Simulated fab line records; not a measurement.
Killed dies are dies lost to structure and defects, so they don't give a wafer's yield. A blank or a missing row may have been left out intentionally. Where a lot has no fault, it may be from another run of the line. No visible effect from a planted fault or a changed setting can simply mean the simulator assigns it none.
fab line records	flow n5Finfet	part 1 of 2: steps 1 to 4 of 6
record: lots: 24	wafers: 72	lastDay: 18
route steps=1938 shown SDB@375 HKMG_FIN@398
lots untouched by any fault: they come from a run of this same line in which no faults occurred
startH: hours from the record's opening day to when the first of the lot's shown wafers began	waitH: hours elapsed since this lot's preceding step	" unchanged from the row above	L1.1+2: a single row standing in for several wafers	- no value present, or no start provided	* or withheld: withheld	< > ~ a bound
route shown NAME@n: a module of which the file shows steps, and the number in the route of the first	usual: average and standard deviation across the fault-free wafers	same: alike in all rows	chamber/n: place in a boat	sites: readings site by site	_std_site: their standard deviation	_edge_site: the outer-site mean with the inner-site mean subtracted	radiusMm: how far each site lies from the wafer's centre	mask NAME#n: copy n	behind: the most recent tool/chamber to have shaped the wafer	hold: the reason the lot was held/the length of the hold in hours/how it ended	device: which transistor (n, p or np) failed to switch	end of line: the same wafers' tests at the end of the route	for a step that has no rows: nothing shown but its recipe	killed: at the first sort, the dies lost to defects and structure; wafer yield is something else	map: per-die view of a wafer (x killed, . not killed, _ where there is no die)
set.NAME: the setting that was run; set.NAME@STEP: the one run at that earlier step	model.NAME: the simulator's own value behind a step, which no gauge read
a sample of lots followed through the steps of the route, with each step as a table and each wafer as a row
services: from which hour (startH, from the record's first day; less than 0 if before it) a tool's chamber was out of use, for how many hours, and why
== steps ==
step: N5_SDB_THK_MEAS_31
recipe: reads: a-Si_of_DUMMY_GATE_CVD_03
usual: SDB_THK: 64.3/1.1
lot.wafer	tool	chamber	startH	waitH	SDB_THK[nm]
L074.1	filmMetro-02	-	72.51	-	63.0
L074.2	"	-	"	"	65.3
L074.3	"	-	"	"	65.4
L075.3	filmMetro-01	-	77.33	-	63.9
L075.4	"	-	"	"	63.3
L075.6	"	-	"	"	64.6
L076.3	filmMetro-01	-	83.43	-	63.0
L076.4	"	-	"	"	64.2
L076.6	"	-	"	"	65.5
L077.3	filmMetro-01	-	90.78	-	65.3
L077.4	"	-	"	"	64.4
L077.6	"	-	"	"	64.6
L078.2	filmMetro-01	-	96.34	-	65.0
L078.4	"	-	"	"	65.2
L078.5	"	-	"	"	62.3
L079.3	filmMetro-01	-	103.90	-	65.2
L079.4	"	-	"	"	66.4
L079.6	"	-	"	"	63.7
L080.1	filmMetro-01	-	109.46	-	64.0
L080.4	"	-	"	"	63.2
L080.6	"	-	"	"	62.4
L081.1	filmMetro-02	-	118.05	-	63.9
L081.2	"	-	"	"	65.4
L081.5	"	-	"	"	64.8
L082.1	filmMetro-01	-	123.19	-	64.3
L082.4	"	-	"	"	64.6
L082.5	"	-	"	"	65.7
L083.1	filmMetro-02	-	131.66	-	63.8
L083.2	"	-	"	"	64.8
L083.5	"	-	"	"	62.6
L084.1	filmMetro-02	-	140.30	-	64.1
L084.5	"	-	"	"	65.1
L084.6	"	-	"	"	64.9
L085.2	filmMetro-01	-	144.39	-	65.4
L085.4	"	-	"	"	64.4
L085.6	"	-	"	"	64.6
L086.1	filmMetro-01	-	147.28	-	63.5
L086.2	"	-	"	"	65.3
L086.4	"	-	"	"	64.1
L087.1	filmMetro-01	-	151.81	-	65.4
L087.2	"	-	"	"	64.2
L087.6	"	-	"	"	64.4
L088.2	filmMetro-01	-	155.86	-	65.4
L088.5	"	-	"	"	65.2
L088.6	"	-	"	"	65.2
L089.3	filmMetro-01	-	162.78	-	63.0
L089.4	"	-	"	"	65.0
L089.5	"	-	"	"	64.1
L090.2	filmMetro-01	-	164.44	-	63.3
L090.3	"	-	"	"	63.6
L090.4	"	-	"	"	63.8
L091.1	filmMetro-01	-	174.02	-	66.1
L091.3	"	-	"	"	65.2
L091.4	"	-	"	"	65.1
L092.2	filmMetro-02	-	183.06	-	63.5
L092.5	"	-	"	"	64.2
L092.6	"	-	"	"	63.7
L093.1	filmMetro-01	-	183.78	-	62.8
L093.2	"	-	"	"	63.0
L093.3	"	-	"	"	62.9
L094.4	filmMetro-01	-	190.76	-	63.5
L094.5	"	-	"	"	65.3
L094.6	"	-	"	"	62.3
L095.2	filmMetro-02	-	195.08	-	62.0
L095.4	"	-	"	"	63.5
L095.5	"	-	"	"	62.9
L096.1	filmMetro-01	-	199.15	-	63.1
L096.2	"	-	"	"	63.7
L096.4	"	-	"	"	65.6
L097.4	filmMetro-01	-	207.80	-	64.8
L097.5	"	-	"	"	63.8
L097.6	"	-	"	"	65.8
step: N5_HKMG_FIN_CD_MEAS_49
recipe: targetCdNm: 202	landingEnergyEv: 500	detector: seInlens	polarity: opening
usual: cdNm: 202.0/0.63
lot.wafer	tool	chamber	startH	waitH	cdNm
L074.1	cdSem-01	0	74.39	-	200.7
L074.2	"	0	"	"	201.5
L074.3	"	0	"	"	201.2
L075.3	cdSem-03	0	79.10	-	202.2
L075.4	"	0	"	"	201.6
L075.6	"	0	"	"	201.0
L076.3	cdSem-03	0	85.20	-	202.3
L076.4	"	0	"	"	201.1
L076.6	"	0	"	"	201.0
L077.3	cdSem-03	0	92.78	-	202.5
L077.4	"	0	"	"	202.2
L077.6	"	0	"	"	203.0
L078.2	cdSem-02	0	97.83	-	201.9
L078.4	"	0	"	"	202.9
L078.5	"	0	"	"	202.6
L079.3	cdSem-03	0	105.72	-	201.3
L079.4	"	0	"	"	203.0
L079.6	"	0	"	"	202.2
L080.1	cdSem-03	0	110.93	-	203.0
L080.4	"	0	"	"	203.0
L080.6	"	0	"	"	202.9
L081.1	cdSem-02	0	119.53	-	201.9
L081.2	"	0	"	"	202.4
L081.5	"	0	"	"	201.8
L082.1	cdSem-03	0	124.99	-	201.5
L082.4	"	0	"	"	202.2
L082.5	"	0	"	"	201.3
L083.1	cdSem-01	0	133.14	-	201.8
L083.2	"	0	"	"	202.1
L083.5	"	0	"	"	201.6
L084.1	cdSem-01	0	142.19	-	202.1
L084.5	"	0	"	"	201.3
L084.6	"	0	"	"	201.4
L085.2	cdSem-01	0	146.01	-	201.9
L085.4	"	0	"	"	202.8
L085.6	"	0	"	"	202.9
L086.1	cdSem-03	0	149.24	-	202.0
L086.2	"	0	"	"	201.6
L086.4	"	0	"	"	202.9
L087.1	cdSem-02	0	153.42	-	201.0
L087.2	"	0	"	"	203.3
L087.6	"	0	"	"	201.0
L088.2	cdSem-02	0	157.60	-	202.2
L088.5	"	0	"	"	203.5
L088.6	"	0	"	"	202.5
L089.3	cdSem-01	0	164.22	-	203.2
L089.4	"	0	"	"	202.6
L089.5	"	0	"	"	201.6
L090.2	cdSem-02	0	165.88	-	200.7
L090.3	"	0	"	"	201.8
L090.4	"	0	"	"	200.5
L091.1	cdSem-03	0	175.58	-	201.2
L091.3	"	0	"	"	201.6
L091.4	"	0	"	"	202.4
L092.2	cdSem-03	0	184.70	-	202.2
L092.5	"	0	"	"	202.1
L092.6	"	0	"	"	200.9
L093.1	cdSem-03	0	185.36	-	202.6
L093.2	"	0	"	"	202.8
L093.3	"	0	"	"	202.4
L094.4	cdSem-01	0	192.36	-	202.5
L094.5	"	0	"	"	201.8
L094.6	"	0	"	"	202.1
L095.2	cdSem-01	0	196.64	-	201.7
L095.4	"	0	"	"	201.0
L095.5	"	0	"	"	201.7
L096.1	cdSem-01	0	200.71	-	201.4
L096.2	"	0	"	"	202.4
L096.4	"	0	"	"	202.1
L097.4	cdSem-03	0	209.60	-	203.0
L097.5	"	0	"	"	201.6
L097.6	"	0	"	"	201.7
step: N5_HKMG_FIN_ETCH_55
recipe: chemistry: N2/H2	target: SOC	targetDepthA: 2400	tempC: 40	timeS: 300	ionEnergyEv: 200	maskMaterial: SiARC	pressureMtorr: 30	sourceW: 840	biasW: 150	n2FlowSccm: 200	h2FlowSccm: 200
usual: biasW: 149.9/0.44	drypumpMotorCurrentA: 5.5/0.38	oesProductAu: 0.78/0.088	rfVppV: 523.4/2.8	showerheadPlenumPTorr: 2.53/0.093	throttleValvePct: 17.80/0.24
lot.wafer	tool	chamber	startH	waitH	biasW	drypumpMotorCurrentA	oesProductAu	rfHoursCounterH	rfVppV	showerheadPlenumPTorr	throttleValvePct
L074.1	rieDiel-04	1	75.31	0.0	150.1	5.3	0.72	182	527.4	2.62	17.91
L074.2	"	3	"	"	149.9	5.6	0.72	158	520.7	2.44	17.80
L074.3	"	2	"	"	150.6	4.8	0.95	6	522.3	2.49	17.53
L075.3	rieDiel-02	2	79.63	0.0	149.8	5.9	0.74	166	525.6	2.66	17.98
L075.4	"	3	"	"	150.1	5.4	0.96	5	525.2	2.58	17.54
L075.6	"	0	"	"	150.2	5.7	0.73	-	521.2	2.45	18.09
L076.3	rieDiel-04	3	85.52	0.0	149.4	5.7	0.72	161	521.6	2.43	17.81
L076.4	"	2	"	"	149.0	4.8	0.95	10	523.7	2.48	17.53
L076.6	"	3	"	"	149.8	5.7	0.71	-	522.1	2.43	17.80
L077.3	rieDiel-02	1	92.97	0.0	149.5	5.0	0.94	5	525.3	2.60	17.42
L077.4	"	0	"	"	149.1	5.6	0.73	172	518.9	2.45	18.07
L077.6	"	0	"	"	149.5	5.7	0.73	-	520.4	2.45	18.09
L078.2	rieDiel-05	0	98.01	0.0	149.7	5.0	0.83	50	523.2	2.59	17.40
L078.4	"	2	"	"	149.9	5.9	0.74	165	525.8	2.65	17.82
L078.5	"	1	"	"	149.8	5.5	0.75	-	519.7	2.44	17.96
L079.3	rieDiel-02	3	105.90	0.0	149.9	5.4	0.93	14	525.8	2.58	17.58
L079.4	"	0	"	"	150.5	5.6	0.72	177	520.6	2.45	18.08
L079.6	"	1	"	"	150.6	5.0	0.91	-	524.6	2.60	17.43
L080.1	rieDiel-05	3	111.63	0.0	149.7	5.7	0.68	248	519.1	2.40	18.12
L080.4	"	0	"	"	149.8	5.0	0.83	56	524.7	2.58	17.39
L080.6	"	0	"	"	149.4	5.0	0.83	-	526.0	2.58	17.41
L081.1	rieDiel-05	1	119.71	0.0	150.0	5.5	0.73	168	521.0	2.44	17.98
L081.2	"	2	"	"	149.6	5.9	0.73	174	526.8	2.65	17.84
L081.5	"	0	"	"	150.0	4.9	0.83	-	523.1	2.58	17.43
L082.1	rieDiel-02	1	125.16	0.0	149.6	5.0	0.90	16	524.2	2.60	17.43
L082.4	"	2	"	"	150.5	5.9	0.74	180	527.4	2.65	18.00
L082.5	"	0	"	"	149.4	5.7	0.71	-	520.9	2.44	18.09
L083.1	rieDiel-05	0	133.32	0.0	150.5	5.0	0.82	64	526.1	2.58	17.41
L083.2	"	1	"	"	149.8	5.5	0.74	174	522.4	2.43	17.99
L083.5	"	3	"	"	150.9	5.8	0.97	-	529.0	2.72	17.65
L084.1	rieDiel-05	2	142.37	0.0	149.9	5.9	0.72	184	527.7	2.64	17.88
L084.5	"	0	"	"	150.0	4.9	0.81	-	525.5	2.58	17.41
L084.6	"	1	"	"	149.4	5.5	0.74	-	519.7	2.43	18.00
L085.2	rieDiel-05	1	146.22	0.0	150.1	5.5	0.73	179	520.2	2.43	18.00
L085.4	"	3	"	"	150.4	5.7	0.94	6	529.7	2.72	17.67
L085.6	"	0	"	"	150.7	4.9	0.81	-	525.3	2.58	17.43
L086.1	rieDiel-02	3	149.42	0.0	149.7	5.4	0.92	26	525.1	2.58	17.57
L086.2	"	1	"	"	150.0	5.0	0.88	23	525.9	2.59	17.47
L086.4	"	2	"	"	149.6	5.9	0.73	187	526.5	2.65	18.02
L087.1	rieDiel-05	2	153.60	0.0	150.3	5.9	0.72	188	527.2	2.64	17.86
L087.2	"	3	"	"	150.6	5.7	0.91	8	528.4	2.72	17.67
L087.6	"	1	"	"	150.3	5.5	0.74	-	521.1	2.43	18.00
L088.2	rieDiel-04	2	157.84	0.0	149.8	4.8	0.89	33	522.6	2.48	17.58
L088.5	"	2	"	"	149.6	4.8	0.88	-	522.9	2.48	17.58
L088.6	"	3	"	"	150.1	5.7	0.70	-	520.3	2.42	17.83
L089.3	rieDiel-04	2	164.50	0.0	150.0	4.8	0.88	36	521.2	2.47	17.58
L089.4	"	1	"	"	148.9	5.3	0.70	214	525.0	2.61	17.98
L089.5	"	3	"	"	149.8	5.6	0.70	-	520.4	2.42	17.85
L090.2	rieDiel-04	3	166.06	0.0	149.7	5.7	0.70	188	519.3	2.42	17.84
L090.3	"	0	"	"	149.1	5.9	0.70	191	520.4	2.42	18.02
L090.4	"	0	"	"	149.0	5.8	0.69	-	518.6	2.42	18.00
L091.1	rieDiel-02	0	175.76	0.0	150.3	5.7	0.70	198	518.9	2.44	18.13
L091.3	"	2	"	"	150.8	5.9	0.72	196	525.3	2.64	18.03
L091.4	"	3	"	"	150.2	5.3	0.89	35	525.4	2.57	17.59
L092.2	rieDiel-04	2	184.97	0.0	150.0	4.8	0.88	43	522.0	2.47	17.59
L092.5	"	0	"	"	149.4	5.9	0.70	-	521.4	2.42	18.03
L092.6	"	3	"	"	150.1	5.6	0.69	-	520.3	2.42	17.87
L093.1	rieDiel-02	0	185.58	0.0	149.9	5.6	0.71	201	519.7	2.44	18.11
L093.2	"	2	"	"	150.2	5.9	0.71	199	527.6	2.64	18.03
L093.3	"	1	"	"	150.4	5.0	0.87	33	523.9	2.59	17.45
L094.4	rieDiel-04	1	192.79	0.0	149.6	5.3	0.71	220	526.2	2.60	17.98
L094.5	"	1	"	"	150.1	5.3	0.70	-	527.0	2.60	17.99
L094.6	"	2	"	"	149.8	4.8	0.87	-	522.0	2.47	17.59
L095.2	rieDiel-04	3	197.09	0.0	151.0	5.6	0.69	200	521.2	2.42	17.85
L095.4	"	2	"	"	150.1	4.8	0.87	48	522.2	2.47	17.62
L095.5	"	1	"	"	149.9	5.3	0.71	-	525.7	2.60	17.99
L096.1	rieDiel-02	1	201.05	0.0	150.7	5.0	0.84	39	523.5	2.58	17.47
L096.2	"	2	"	"	150.2	5.9	0.71	205	526.8	2.64	18.03
L096.4	"	0	"	"	150.4	5.7	0.71	206	521.4	2.44	18.15
L097.4	rieDiel-04	0	209.80	0.0	149.5	5.9	0.69	206	520.0	2.42	18.05
L097.5	"	2	"	"	149.8	4.8	0.87	-	522.8	2.47	17.61
L097.6	"	1	"	"	149.5	5.3	0.70	-	526.5	2.60	17.99
step: N5_HKMG_FIN_STRIP_92
recipe: chemistry: N2/H2	material: SOC	timeS: 20	powerW: 500	tempC: 40	pressureMtorr: 50	rfFrequencyHz: 6e+07	biasPowerW: 8	h2Frac: 0.5	n2FlowSccm: 300	h2FlowSccm: 300
usual: drypumpMotorCurrentA: 5.5/0.38	oesProductAu: 0.78/0.084	rfVppV: 54.2/0.76	showerheadPlenumPTorr: 3.36/0.12	throttleValvePct: 19.0/0.37
lot.wafer	tool	chamber	startH	waitH	drypumpMotorCurrentA	oesProductAu	rfHoursCounterH	rfVppV	showerheadPlenumPTorr	throttleValvePct
L074.1	rieDiel-04	1	79.06	0.1	5.3	0.74	185	55.4	3.46	19.1
L074.2	"	3	"	"	5.6	0.71	159	54.3	3.22	18.9
L074.3	"	0	"	"	5.9	0.71	161	54.4	3.22	19.1
L075.3	rieDiel-05	0	83.36	0.1	4.9	0.86	45	55.6	3.42	18.4
L075.4	"	2	"	"	5.9	0.75	160	53.6	3.50	19.1
L075.6	"	1	"	"	5.5	0.76	-	54.1	3.23	19.2
L076.3	rieDiel-02	3	89.29	0.1	5.4	0.97	8	54.4	3.41	18.7
L076.4	"	2	"	"	5.9	0.74	169	53.3	3.50	19.1
L076.6	"	1	"	"	5.0	0.95	-	54.4	3.43	18.5
L077.3	rieDiel-05	2	97.09	0.1	5.9	0.73	164	53.3	3.50	19.1
L077.4	"	0	"	"	5.0	0.84	50	53.6	3.42	18.4
L077.6	"	0	"	"	5.0	0.85	-	53.4	3.42	18.4
L078.2	rieDiel-05	0	101.87	0.1	5.0	0.83	52	54.6	3.41	18.5
L078.4	"	1	"	"	5.6	0.75	161	55.6	3.23	19.2
L078.5	"	0	"	"	5.0	0.84	-	54.6	3.41	18.5
L079.3	rieDiel-05	3	109.63	0.1	5.7	0.68	247	52.8	3.18	19.2
L079.4	"	1	"	"	5.5	0.74	164	53.1	3.23	19.2
L079.6	"	2	"	"	5.9	0.74	-	53.8	3.49	19.2
L080.1	rieDiel-04	0	115.23	0.1	5.9	0.71	173	53.7	3.22	19.1
L080.4	"	1	"	"	5.3	0.72	196	53.9	3.45	19.2
L080.6	"	3	"	"	5.6	0.70	-	53.7	3.21	18.9
L081.1	rieDiel-04	0	123.31	0.1	5.9	0.71	176	53.3	3.21	19.1
L081.2	"	2	"	"	4.8	0.92	21	54.2	3.28	18.5
L081.5	"	2	"	"	4.8	0.92	-	54.5	3.28	18.5
L082.1	rieDiel-04	0	128.77	0.1	5.9	0.71	178	53.9	3.21	19.1
L082.4	"	3	"	"	5.6	0.71	176	53.5	3.21	18.9
L082.5	"	1	"	"	5.3	0.72	-	55.1	3.45	19.2
L083.1	rieDiel-05	2	137.05	0.1	5.9	0.73	181	55.4	3.49	19.2
L083.2	"	3	"	"	5.7	0.95	2	52.6	3.58	18.8
L083.5	"	3	"	"	5.7	0.95	-	54.9	3.58	18.7
L084.1	rieDiel-04	2	146.56	0.1	4.8	0.89	29	54.2	3.27	18.5
L084.5	"	3	"	"	5.6	0.69	-	53.7	3.21	18.9
L084.6	"	2	"	"	4.8	0.89	-	54.4	3.27	18.6
L085.2	rieDiel-04	1	150.37	0.1	5.3	0.71	208	53.6	3.44	19.2
L085.4	"	0	"	"	5.9	0.70	185	53.7	3.21	19.2
L085.6	"	2	"	"	4.8	0.89	-	55.1	3.27	18.5
L086.1	rieDiel-02	3	153.21	0.1	5.4	0.92	28	54.0	3.40	18.7
L086.2	"	0	"	"	5.7	0.71	191	54.6	3.23	19.8
L086.4	"	1	"	"	5.0	0.90	24	55.4	3.42	18.5
L087.1	rieDiel-04	2	157.45	0.1	4.8	0.89	33	54.7	3.27	18.6
L087.2	"	1	"	"	5.3	0.70	211	54.4	3.44	19.2
L087.6	"	2	"	"	4.8	0.88	-	54.3	3.27	18.5
L088.2	rieDiel-05	2	161.69	0.1	5.9	0.72	191	54.4	3.48	19.2
L088.5	"	0	"	"	4.9	0.81	-	54.4	3.40	18.5
L088.6	"	1	"	"	5.5	0.72	-	52.8	3.21	19.2
L089.3	rieDiel-05	0	168.29	0.1	4.9	0.81	77	55.2	3.40	18.5
L089.4	"	1	"	"	5.6	0.73	187	53.8	3.21	19.2
L089.5	"	3	"	"	5.7	0.90	-	53.5	3.58	18.8
L090.2	rieDiel-05	0	170.04	0.1	5.0	0.80	78	54.0	3.40	18.5
L090.3	"	3	"	"	5.7	0.90	14	53.4	3.58	18.8
L090.4	"	2	"	"	5.9	0.71	194	53.9	3.48	19.2
L091.1	rieDiel-05	1	179.56	0.1	5.6	0.73	191	53.8	3.21	19.2
L091.3	"	0	"	"	5.0	0.80	81	53.4	3.40	18.5
L091.4	"	3	"	"	5.7	0.88	17	55.4	3.57	18.8
L092.2	rieDiel-02	1	188.70	0.1	4.9	0.87	35	54.5	3.41	18.5
L092.5	"	1	"	"	5.0	0.87	-	55.2	3.42	18.5
L092.6	"	0	"	"	5.7	0.71	-	54.6	3.22	19.8
L093.1	rieDiel-02	2	189.32	0.1	5.9	0.73	201	53.4	3.48	19.1
L093.2	"	3	"	"	5.4	0.89	39	54.0	3.40	18.7
L093.3	"	0	"	"	5.7	0.70	202	53.2	3.22	19.8
L094.4	rieDiel-05	1	197.00	0.1	5.5	0.72	197	53.0	3.21	19.2
L094.5	"	0	"	"	5.0	0.78	-	54.9	3.40	18.5
L094.6	"	1	"	"	5.5	0.72	-	53.1	3.21	19.2
L095.2	rieDiel-02	2	200.75	0.1	5.9	0.72	205	54.0	3.48	19.1
L095.4	"	0	"	"	5.7	0.70	206	54.1	3.22	19.8
L095.5	"	0	"	"	5.7	0.70	-	54.4	3.22	19.8
L096.1	rieDiel-02	1	204.80	0.1	5.0	0.86	40	53.9	3.41	18.6
L096.2	"	3	"	"	5.4	0.88	44	54.0	3.39	18.7
L096.4	"	0	"	"	5.7	0.69	208	54.0	3.22	19.8
L097.4	rieDiel-02	0	214.69	0.1	5.6	0.69	210	53.8	3.22	19.8
L097.5	"	2	"	"	5.9	0.71	-	55.2	3.48	19.1
L097.6	"	1	"	"	5.0	0.84	-	54.6	3.41	18.5
